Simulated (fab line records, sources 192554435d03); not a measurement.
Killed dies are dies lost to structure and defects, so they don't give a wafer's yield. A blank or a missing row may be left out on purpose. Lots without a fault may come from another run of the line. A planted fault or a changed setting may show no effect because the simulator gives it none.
Chamber matching | flow n5_finfet | N5_BEOL_M7_VIA_ETCH_34 on rie_diel-05: 4 sister chambers
The step etches SiCOH lowk in C4F6/O2, target depth 125.5 nm, time 50.5 s. 4 wafers are shown with their chamber, then 8 later ones without.

WAFERS WITH THEIR CHAMBER
wafer  | chamber | throttle_valve_pct (%)
L078.1 | 3       | 21.22
L081.1 | 0       | 21.17
L081.4 | 2       | 21.24
L085.3 | 1       | 20.72

WAFERS WITHOUT THEIR CHAMBER
wafer  | throttle_valve_pct (%)
L085.4 | 21.25
L085.5 | 21.26
L088.1 | 21.25
L088.3 | 20.73
L088.4 | 21.26
L090.1 | 21.19
L090.2 | 21.25
L090.4 | 20.71

WHICH CHAMBER EACH WENT THROUGH
wafer  | from the rows above     | in truth
L085.4 | can't be placed: 2 or 3 | 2
L085.5 | can't be placed: 2 or 3 | 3
L088.1 | can't be placed: 2 or 3 | 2
L088.3 | 1                       | 1
L088.4 | can't be placed: 2 or 3 | 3
L090.1 | can't be placed: 0 or 3 | 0
L090.2 | can't be placed: 2 or 3 | 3
L090.4 | 1                       | 1
Placed correctly: 2 of 8. Can't be placed from these rows: 6 (the true chamber is among the candidates in 6). Placed wrongly: 0.
How it was worked out, from the rows above alone: a wafer's distance from a chamber is the root of the sum, over the readings, of the square of ((its reading less the chamber's mean) divided by the reading's scatter). The wafer belongs to the nearest chamber; if the next one is less than 2 further off, it can't be placed. A chamber's mean is the mean of its shown wafers. The scatter: with one shown wafer a chamber, the root of the mean of the squares of how far each hidden wafer lies from its nearest shown one.
